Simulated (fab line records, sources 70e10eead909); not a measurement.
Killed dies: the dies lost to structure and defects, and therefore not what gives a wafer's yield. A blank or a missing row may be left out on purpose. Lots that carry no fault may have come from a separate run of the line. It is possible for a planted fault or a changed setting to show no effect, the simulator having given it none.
Matching of chambers / flow nand-harc / NHARC_A_CHANNEL_FILL_D1_ALD_16 on ald-hk-01: 4 sister chambers
The step deposits SiO2, target thk 1.5 nm, pulse time 10 s, ald cycles 15. 8 wafers are shown with their chamber, then 9 later ones without.

WAFERS PAIRED WITH THEIR CHAMBERS
wafer=L075.2; chamber=1; heater-power-w (W)=483; precursor-pulse-height-rel=1.014
wafer=L076.5; chamber=1; heater-power-w (W)=488; precursor-pulse-height-rel=1.027
wafer=L078.1; chamber=3; heater-power-w (W)=494; precursor-pulse-height-rel=0.993
wafer=L078.4; chamber=0; heater-power-w (W)=414; precursor-pulse-height-rel=0.993
wafer=L078.6; chamber=3; heater-power-w (W)=488; precursor-pulse-height-rel=0.983
wafer=L083.1; chamber=0; heater-power-w (W)=392; precursor-pulse-height-rel=0.991
wafer=L083.3; chamber=2; heater-power-w (W)=488; precursor-pulse-height-rel=0.970
wafer=L083.6; chamber=2; heater-power-w (W)=483; precursor-pulse-height-rel=0.981

WAFERS MISSING THEIR CHAMBER
wafer=L090.1; heater-power-w (W)=485; precursor-pulse-height-rel=0.960
wafer=L090.2; heater-power-w (W)=397; precursor-pulse-height-rel=0.967
wafer=L090.4; heater-power-w (W)=492; precursor-pulse-height-rel=1.026
wafer=L094.3; heater-power-w (W)=511; precursor-pulse-height-rel=0.998
wafer=L094.4; heater-power-w (W)=398; precursor-pulse-height-rel=0.990
wafer=L094.6; heater-power-w (W)=492; precursor-pulse-height-rel=0.962
wafer=L097.1; heater-power-w (W)=491; precursor-pulse-height-rel=1.023
wafer=L097.3; heater-power-w (W)=488; precursor-pulse-height-rel=0.963
wafer=L097.6; heater-power-w (W)=486; precursor-pulse-height-rel=1.028

WHICH CHAMBER EACH WENT THROUGH
wafer=L090.1; from the rows above=can't be placed: 2 or 3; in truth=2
wafer=L090.2; from the rows above=0; in truth=0
wafer=L090.4; from the rows above=1; in truth=1
wafer=L094.3; from the rows above=can't be placed: 3 or 1 or 2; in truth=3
wafer=L094.4; from the rows above=0; in truth=0
wafer=L094.6; from the rows above=can't be placed: 2 or 3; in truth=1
wafer=L097.1; from the rows above=1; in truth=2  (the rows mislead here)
wafer=L097.3; from the rows above=can't be placed: 2 or 3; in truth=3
wafer=L097.6; from the rows above=1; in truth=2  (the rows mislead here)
3 of 9 placed correctly. Cannot be placed on the basis of these rows: 4; the candidates contain the true chamber in 3. Number placed wrongly: 2.
How it was worked out, from the rows above alone: a wafer's distance from a chamber is the root of the sum, over the readings, of the square of ((its reading less the chamber's mean) divided by the reading's scatter). If the next closest chamber is less than 2 further off than the closest, the wafer can't be placed; otherwise it belongs to the closest. For every chamber, the mean is computed from those of its wafers that are shown. The scatter is the square root of a quotient: the sum, over the shown wafers, of each reading's squared deviation from its chamber's mean, divided by wafers minus chambers.
